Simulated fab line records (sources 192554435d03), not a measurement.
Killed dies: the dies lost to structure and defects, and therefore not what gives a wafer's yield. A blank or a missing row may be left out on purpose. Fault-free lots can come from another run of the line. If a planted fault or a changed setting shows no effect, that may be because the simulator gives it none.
Matching of chambers || flow n5Finfet || 4 sister chambers for N5_HKMG_FIN_ETCH_31 on rieDiel-03
The step etches SiARC in CF4, target depth 45.5 nm, time 75.8 s. 4 wafers are shown with their chamber, then 8 later ones without.

== WAFERS WITH THEIR CHAMBER ==
{"wafer": "L080.5", "chamber": 1, "showerheadPlenumPTorr (Torr)": 2.27}
{"wafer": "L082.4", "chamber": 3, "showerheadPlenumPTorr (Torr)": 2.26}
{"wafer": "L082.5", "chamber": 0, "showerheadPlenumPTorr (Torr)": 2.07}
{"wafer": "L085.1", "chamber": 2, "showerheadPlenumPTorr (Torr)": 2.06}

== WAFERS WITH NO CHAMBER GIVEN ==
{"wafer": "L085.4", "showerheadPlenumPTorr (Torr)": 2.26}
{"wafer": "L085.5", "showerheadPlenumPTorr (Torr)": 2.06}
{"wafer": "L090.4", "showerheadPlenumPTorr (Torr)": 2.25}
{"wafer": "L090.5", "showerheadPlenumPTorr (Torr)": 2.06}
{"wafer": "L090.6", "showerheadPlenumPTorr (Torr)": 2.27}
{"wafer": "L092.4", "showerheadPlenumPTorr (Torr)": 2.27}
{"wafer": "L092.5", "showerheadPlenumPTorr (Torr)": 2.27}
{"wafer": "L092.6", "showerheadPlenumPTorr (Torr)": 2.06}

== THE CHAMBER EACH PASSED THROUGH ==
{"wafer": "L085.4", "from the rows above": 3, "in truth": 3}
{"wafer": "L085.5", "from the rows above": 2, "in truth": 2}
{"wafer": "L090.4", "from the rows above": 3, "in truth": 3}
{"wafer": "L090.5", "from the rows above": 2, "in truth": 2}
{"wafer": "L090.6", "from the rows above": 1, "in truth": 1}
{"wafer": "L092.4", "from the rows above": 1, "in truth": 1}
{"wafer": "L092.5", "from the rows above": 1, "in truth": 1}
{"wafer": "L092.6", "from the rows above": 2, "in truth": 2}
Placed correctly: 8 of 8. Not placeable from these rows: 0. Wrongly placed: 0.
How it was worked out, from the rows above alone: a wafer's distance from a chamber is the root of the sum, over the readings, of the square of ((its reading less the chamber's mean) divided by the reading's scatter). If the next closest chamber is less than 2 further off than the closest, the wafer can't be placed; otherwise it belongs to the closest. A chamber's mean is the mean of its shown wafers. The scatter: root of mean squared gap, hidden wafer to nearest shown wafer, with one shown wafer a chamber.
